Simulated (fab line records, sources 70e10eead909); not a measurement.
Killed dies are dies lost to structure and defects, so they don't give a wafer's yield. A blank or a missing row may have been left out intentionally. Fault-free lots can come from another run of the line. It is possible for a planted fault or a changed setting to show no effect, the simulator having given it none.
fab line records	flow nand-harc
record: lots: 5	wafers: 15	last-day: 25
route steps=1159 shown P_M1@288 END@1159
lots untouched by any fault: they come from a run of this same line in which no faults occurred
start-h: the number of hours between the record's first day and the start of the first shown wafer of the lot	wait-h: hours elapsed since this lot's preceding step	" identical to the entry in the row above	L1.1+2: several wafers, shown together as one row	- no value, or no start was given	* or withheld: withheld	< > ~ a bound
route shown NAME@n: a module of which the file shows steps, and the number in the route of the first	usual: mean and standard deviation over wafers with no fault	same: alike in all rows	chamber/n: place in a boat	sites: each site's reading	_std_site: the standard deviation of these	_edge_site: outer sites' mean less inner sites'	radius-mm: for every site, how far away it sits from the centre of the wafer	mask NAME#n: copy n	behind: the last tool/chamber to shape the wafer	hold: cause of the lot's hold/its duration in hours/its outcome	device: which transistor (n, p or np) failed to switch	end of line: the tests these same wafers got at the end of their route	a step given without rows: its recipe and nothing more	killed: dies lost to structure and defects at the first sort, not the wafer's yield	map: shows each die of a wafer: x if killed, . if not, _ if none is there
set.NAME: the setting that was run; set.NAME@STEP: the one run at that earlier step	model.NAME: the simulator's own value behind a step, which no gauge read
lots at selected steps of the route; one table per step, one row per wafer
services: a tool's chamber out of use, with start hour (start-h, from the record's first day; less than 0 if before it), hours out, and reason
== steps ==
step: NHARC_P_M1_COAT_34
recipe: temp-c: 200	time-s: 65
step: NHARC_P_M1_COAT_03
recipe: spin-rpm: 1500	resist-thk-nm: 90
step: NHARC_P_M1_SOFTBAKE_04
recipe: temp-c: 105	time-s: 55
step: NHARC_P_M1_EBR_05
step: NHARC_P_M1_EXPOSE_06
recipe: na: 1.35	target-cd-nm: 130	dose-mj: 81.88	mask-id: P_M1
step: NHARC_P_M1_PEB_07
recipe: peb-temp-c: 100	peb-time-s: 65
step: NHARC_P_M1_DEVELOP_08
recipe: develop-time-s: 35	dev-temp-c: 23
step: NHARC_P_M1_CD_MEAS_09
recipe: target-cd-nm: 130	landing-energy-ev: 500
usual: cd-nm: 129.7/0.89
lot.wafer	tool	chamber	start-h	wait-h	cd-nm
L847.1	cd-sem-03	0	120.13	-	130.6
L847.5	"	0	"	"	129.5
L847.6	"	0	"	"	129.9
L849.2	cd-sem-02	0	138.91	-	129.9
L849.4	"	0	"	"	130.6
L849.5	"	0	"	"	129.5
L854.1	cd-sem-03	0	167.69	-	130.4
L854.3	"	0	"	"	131.4
L854.4	"	0	"	"	131.4
L869.2	cd-sem-03	0	248.56	-	127.9
L869.4	"	0	"	"	128.2
L869.6	"	0	"	"	127.2
L870.1	cd-sem-02	0	252.66	-	130.2
L870.5	"	0	"	"	128.6
L870.6	"	0	"	"	129.6
step: NHARC_P_M1_OVL_MEAS_10
recipe: pitch-nm: 260
usual: overlay-x-nm: 0.0/0.87	overlay-y-nm: -0.1/0.9
lot.wafer	tool	chamber	start-h	wait-h	overlay-x-nm	overlay-y-nm
L847.1	overlay-02	-	120.22	-	0.1	-0.1
L847.5	"	-	"	"	-1.0	0.7
L847.6	"	-	"	"	-0.1	0.5
L849.2	overlay-02	-	139.00	-	0.7	0.1
L849.4	"	-	"	"	0.5	0.2
L849.5	"	-	"	"	0.9	0.3
L854.1	overlay-02	-	167.78	-	0.6	0.6
L854.3	"	-	"	"	1.4	0.2
L854.4	"	-	"	"	0.9	0.3
L869.2	overlay-01	-	248.64	-	0.8	-1.8
L869.4	"	-	"	"	0.7	-1.7
L869.6	"	-	"	"	0.2	-2.1
L870.1	overlay-01	-	252.74	-	0.1	0.4
L870.5	"	-	"	"	0.3	0.5
L870.6	"	-	"	"	0.1	0.6
step: NHARC_P_M1_INSPECT_11
usual: raw-defect-count: 4.0/2.3
lot.wafer	tool	chamber	start-h	wait-h	raw-defect-count
L847.1	defect-inspect-01	-	120.27	0.1	4
L847.5	"	-	"	"	3
L847.6	"	-	"	"	3
L849.2	defect-inspect-02	-	139.03	0.0	7
L849.4	"	-	"	"	4
L849.5	"	-	"	"	4
L854.1	defect-inspect-01	-	167.82	0.0	0
L854.3	"	-	"	"	2
L854.4	"	-	"	"	6
L869.2	defect-inspect-02	-	248.68	0.0	6
L869.4	"	-	"	"	6
L869.6	"	-	"	"	6
L870.1	defect-inspect-01	-	252.78	0.0	5
L870.5	"	-	"	"	6
L870.6	"	-	"	"	4
step: NHARC_P_M1_DESCUM_14
recipe: time-s: 3	o2-flow-sccm: 200	ar-flow-sccm: 0	bias-power-w: 0	chemistry: O2
usual: drypump-motor-current-A: 5.6/0.51	oes-product-au: 1.006/0.008	rf-vpp-V: 58.2/0.87	showerhead-plenum-p-Torr: 1.99/0.072	throttle-valve-pct: 11.312/0.009
lot.wafer	tool	chamber	start-h	wait-h	drypump-motor-current-A	oes-product-au	rf-hours-counter-h	rf-vpp-V	showerhead-plenum-p-Torr	throttle-valve-pct
L847.1	rie-diel-13	1	120.34	0.1	6.4	0.988	0.4	57.5	1.97	11.305
L847.6	"	0	"	"	5.3	1.000	-	58.8	1.80	11.304
L847.5	"	1	"	"	6.4	0.992	-	58.9	1.97	11.316
L849.4	rie-diel-04	0	139.09	0.1	5.6	0.999	1.2	57.4	2.06	11.309
L849.2	"	1	"	"	6.1	1.005	1.4	58.6	2.02	11.310
L849.5	"	1	"	"	6.1	1.001	-	59.3	2.02	11.315
L854.3	rie-diel-04	0	167.88	0.1	5.6	1.009	3.9	59.7	2.06	11.301
L854.1	"	1	"	"	6.1	1.002	3.9	60.2	2.02	11.329
L854.4	"	2	"	"	5.7	1.001	4.1	57.5	2.05	11.304
L869.2	rie-diel-13	3	248.76	0.1	5.3	1.002	3.1	57.9	1.95	11.309
L869.4	"	0	"	"	5.3	1.007	3.5	56.2	1.80	11.312
L869.6	"	1	"	"	6.4	1.003	-	57.6	1.97	11.308
L870.1	rie-diel-08	1	252.87	0.1	5.7	1.020	9.8	59.3	1.97	11.287
L870.6	"	2	"	"	6.4	1.006	-	57.4	1.99	11.315
L870.5	"	3	"	"	5.3	1.008	-	56.0	2.05	11.312
step: NHARC_P_M1_ETCH_35
recipe: target-depth-a: 400	overetch-a: 120	time-s: 43.94	ion-energy-ev: 200	n2-flow-sccm: 150	h2-flow-sccm: 150	ar-flow-sccm: 0	rf-w: 400	bias-w: 150	chemistry: N2/H2
usual: drypump-motor-current-A: 5.6/0.52	h2-flow-sccm: 150.0/0.45	oes-product-au: 1.006/0.0079	rf-vpp-V: 432.8/2.1	showerhead-plenum-p-Torr: 2.12/0.075	throttle-valve-pct: 14.172/0.0091
lot.wafer	tool	chamber	start-h	wait-h	drypump-motor-current-A	h2-flow-sccm	oes-product-au	rf-hours-counter-h	rf-vpp-V	showerhead-plenum-p-Torr	throttle-valve-pct
L847.1	rie-diel-13	2	120.42	0.1	5.3	150.0	0.997	0.3	434.2	2.16	14.167
L847.6	"	2	"	"	5.3	150.3	1.005	-	434.7	2.16	14.163
L847.5	"	3	"	"	5.3	149.0	1.001	-	431.6	2.08	14.177
L849.4	rie-diel-04	0	139.18	0.1	5.6	149.4	1.012	1.2	434.9	2.20	14.165
L849.2	"	1	"	"	6.1	150.0	1.000	1.4	433.9	2.15	14.173
L849.5	"	0	"	"	5.6	149.3	1.010	-	434.7	2.20	14.195
L854.4	rie-diel-04	0	167.97	0.1	5.6	150.0	1.000	3.9	434.1	2.20	14.164
L854.3	"	1	"	"	6.2	150.3	1.021	4.0	433.2	2.15	14.161
L854.1	"	2	"	"	5.7	149.6	1.016	4.1	435.0	2.19	14.156
L869.4	rie-diel-13	0	248.84	0.1	5.3	149.4	1.003	3.5	426.3	1.91	14.176
L869.2	"	1	"	"	6.4	151.2	0.983	2.5	432.2	2.10	14.176
L869.6	"	2	"	"	5.3	150.0	1.006	-	434.2	2.16	14.165
L870.1	rie-diel-08	1	252.95	0.1	5.7	150.1	1.010	9.8	432.1	2.10	14.167
L870.5	"	2	"	"	6.4	150.8	1.002	-	433.1	2.12	14.193
L870.6	"	3	"	"	5.3	148.9	0.998	-	433.8	2.18	14.167
step: NHARC_P_M1_ETCH_15
recipe: target-depth-a: 1825	time-s: 91.2	c4f8-flow-sccm: withheld	ar-flow-sccm: 400	rf-w: 600	bias-w: 300	chemistry: C4F8/Ar
usual: oes-product-au: 0.963/0.022	rf-vpp-V: 443.1/2.2
lot.wafer	tool	chamber	start-h	wait-h	oes-product-au	rf-hours-counter-h	rf-vpp-V
L847.1	rie-diel-13	1	120.51	-	0.952	0.4	442.0
L847.6	"	0	"	"	0.973	-	437.8
L847.5	"	1	"	"	0.953	-	442.4
L849.4	rie-diel-04	2	139.27	-	0.979	1.3	444.9
L849.2	"	3	"	"	0.983	1.3	439.4
L849.5	"	2	"	"	0.974	-	445.3
L854.1	rie-diel-04	0	168.05	-	0.965	3.9	443.8
L854.3	"	1	"	"	0.974	4.0	445.2
L854.4	"	3	"	"	0.982	4.4	442.0
L869.2	rie-diel-13	3	248.92	-	0.974	3.2	443.1
L869.4	"	1	"	"	0.858	2.5	442.3
L869.6	"	3	"	"	0.981	-	441.1
L870.1	rie-diel-08	1	253.04	-	0.926	9.8	443.1
L870.5	"	2	"	"	0.935	-	444.0
L870.6	"	3	"	"	0.936	-	444.6
step: NHARC_P_M1_CD_MEAS_16
usual: cd-nm: 129.2/1.1
lot.wafer	tool	chamber	start-h	wait-h	cd-nm
L847.1	cd-sem-02	-	120.64	-	129.3
L847.5	"	-	"	"	129.0
L847.6	"	-	"	"	128.8
L849.2	cd-sem-01	-	139.40	-	129.6
L849.4	"	-	"	"	129.9
L849.5	"	-	"	"	128.4
L854.1	cd-sem-02	-	168.19	-	129.4
L854.3	"	-	"	"	130.7
L854.4	"	-	"	"	130.9
L869.2	cd-sem-03	-	249.05	-	129.3
L869.4	"	-	"	"	127.9
L869.6	"	-	"	"	127.1
L870.1	cd-sem-03	-	253.15	-	128.6
L870.5	"	-	"	"	128.0
L870.6	"	-	"	"	129.0
step: NHARC_END_SORT_01
recipe: temp-c: 25
usual: defect-limited-yield: 95.4/1.8	killed-at-array: 28/11	killed-at-other: 0.7/0.88	killed-at-periphery: 3.1/2.2	killed-dies: 31/12	killed-open: 3.3/2	killed-short: 2.0/1.6	sort_bin_2_pct: 1.5/0.73	sort_bin_3_pct: 0.27/0.22	sort_bin_4_pct: 2.9/1.1	sort-n-pass: 646/12	sort-rim-yield-pct: 93/3.9	sort-yield-pct: 95.4/1.8
same: gross-dies: 677	sort_bin_5_pct[%]: 0	sort_bin_6_pct[%]: 0	sort_bin_7_pct[%]: 0	sort_bin_8_pct[%]: 0	sort-rim-n-gross: 106.00
lot.wafer	tool	chamber	start-h	wait-h	defect-limited-yield[%]	killed-at-array	killed-at-other	killed-at-periphery	killed-dies	killed-open	killed-short	sort_bin_2_pct[%]	sort_bin_3_pct[%]	sort_bin_4_pct[%]	sort-n-pass	sort-rim-yield-pct[%]	sort-yield-pct[%]
L849.2	prober-01	0	459.99	2.8	96.8	15	1	6	22	2	1	1.0	0.15	2.1	655	93	96.8
L849.4	prober-01	0	461.56	3.4	97.2	15	2	2	19	3	0	1.2	0	1.6	658	97	97.2
L849.5	prober-01	0	462.35	3.6	95.4	25	0	6	31	5	2	1.3	0.30	3.0	646	97	95.4
L869.4	prober-01	0	580.37	3.4	93.2	33	1	12	46	5	3	3.1	0.15	3.5	631	88	93.2
killed by level:class
L849.2 A_CHANNEL_HOLE_D1:chamber-film-flake=10 P_ZERO_WELL:chamber-film-flake=2 P_GATE:chamber-film-flake=2 A_CONTACT:chamber-film-flake=2 P_M0:geometric-particle:open=1 A_SOURCE_PLATE:geometric-particle:open=1 A_WL_FILL:geometric-particle:short=1 P_STI:chamber-film-flake=1
L849.4 A_CHANNEL_HOLE_D1:chamber-film-flake=6 A_CHANNEL_FILL_D1:chamber-film-flake=2 A_BLC:geometric-particle:open=2 THIN_TSV:chamber-film-flake=2 A_CHANNEL_HOLE_D1:geometric-particle:open=1 P_CONTACT:chamber-film-flake=1 P_M2:chamber-film-flake=1 A_STAIRCASE:chamber-film-flake=1
L849.5 A_CHANNEL_HOLE_D1:chamber-film-flake=13 P_ZERO_WELL:chamber-film-flake=3 A_CONTACT:chamber-film-flake=3 P_CONTACT:geometric-particle:open=2 A_WL_FILL:geometric-particle:open=2 A_STAIRCASE:chamber-film-flake=2 P_M0:geometric-particle:open=1 A_CHANNEL_FILL_D1:geometric-particle:short=1
L869.4 A_SLIT:chamber-film-flake=16 P_M1:area-etch=7 A_CHANNEL_HOLE_D1:chamber-film-flake=6 P_STI:chamber-film-flake=4 A_CONTACT:chamber-film-flake=4 P_GATE:geometric-particle:open=1 A_SOURCE_PLATE:geometric-particle:open=1 A_ONON_D1:geometric-particle:open=1
map L869.6 (x killed, . not)
____________.____________
_________......._________
_______......x..x._______
______x....x.......______
_____..............._____
____.................____
____.................____
___......x............___
___........x........x.___
__.....................__
__................x....__
_..........x............_
_......................._
_.....................x._
_...........x..........._
_...............x......._
......x...x..x.........x.
..x...................x..
................x......x.
...................x..x.x
..............x..x.....x.
_..........x.........x.._
_....................xxx_
_..................xx..._
_...x..............xxxxx_
_..x..................x._
__x...............x.x.x__
__...............x..x.x__
___................xxx___
___..................x___
____...............xx____
____.....x...........____
_____..............._____
______............x______
_______...x......._______
_________...x..._________
____________.____________
map L847.1 (x killed, . not)
____________.____________
_________......._________
_______..........._______
______.............______
_____.x............._____
____xx...............____
____..x............x.____
___...................___
___...................___
__.....................__
__.....................__
_......................._
_......................._
_......................._
_......................._
_......................._
.............x.x.........
........x................
.........................
.........................
.......x.................
_......................._
_..................x...._
_xx...................x._
_.xx.................xxx_
_..x................xxxx_
__x...............x..xx__
__.................x..x__
___........xxx........___
___.......xx..x.......___
____......x.x........____
____.................____
_____.x....x.x......_____
______.............______
_______.x.....x..._______
_________......._________
____________.____________
== services ==
tool	chamber	start-h	hours	kind
rie-diel-13	-	99.00	9.0	pm
rie-diel-13	0	99.00	9.0	vent-cycle
rie-diel-13	1	99.00	9.0	vent-cycle
rie-diel-13	2	99.00	11.3	vent-cycle
rie-diel-13	3	99.00	9.0	vent-cycle
rie-diel-13	0	108.00	-	clean
rie-diel-13	1	108.00	-	clean
rie-diel-13	3	108.00	-	clean
rie-diel-04	3	108.76	5.7	repair
rie-diel-04	-	112.05	9.0	pm
rie-diel-04	0	112.05	9.0	vent-cycle
rie-diel-04	1	112.05	9.0	vent-cycle
rie-diel-04	2	112.05	9.0	vent-cycle
rie-diel-04	0	121.05	-	clean
rie-diel-04	1	121.05	-	clean
rie-diel-04	2	121.05	-	clean
rie-diel-04	3	121.05	-	clean
rie-diel-08	-	124.86	9.0	pm
rie-diel-04	0	126.60	3.2	repair
rie-diel-13	0	132.50	-	clean
rie-diel-04	2	149.06	1.9	repair
rie-diel-13	1	219.17	28.8	repair
rie-diel-13	3	224.05	9.2	repair
rie-diel-13	0	224.48	4.3	repair
== key ==
first-sign: step: NHARC_P_M1_ETCH_15	reading: oes-product-au	direction: down	sigmas: 4.8	usual: 0.963	struck: 0.858
effect: step: NHARC_END_SORT_01	reading: killed-at-periphery	direction: up	sigmas: 4.1	usual: 3.1	struck: 12
met-at NHARC_P_M1_ETCH_15
struck-wafers L869.4
onset-between 120.51 248.92
fault: kind: process-parameter-drift	tool: rie-diel-13	chamber: 1	onset-h: 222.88	steps: NHARC_P_M1_ETCH_15	channel: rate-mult	offset: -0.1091	shape: step	end-h: 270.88
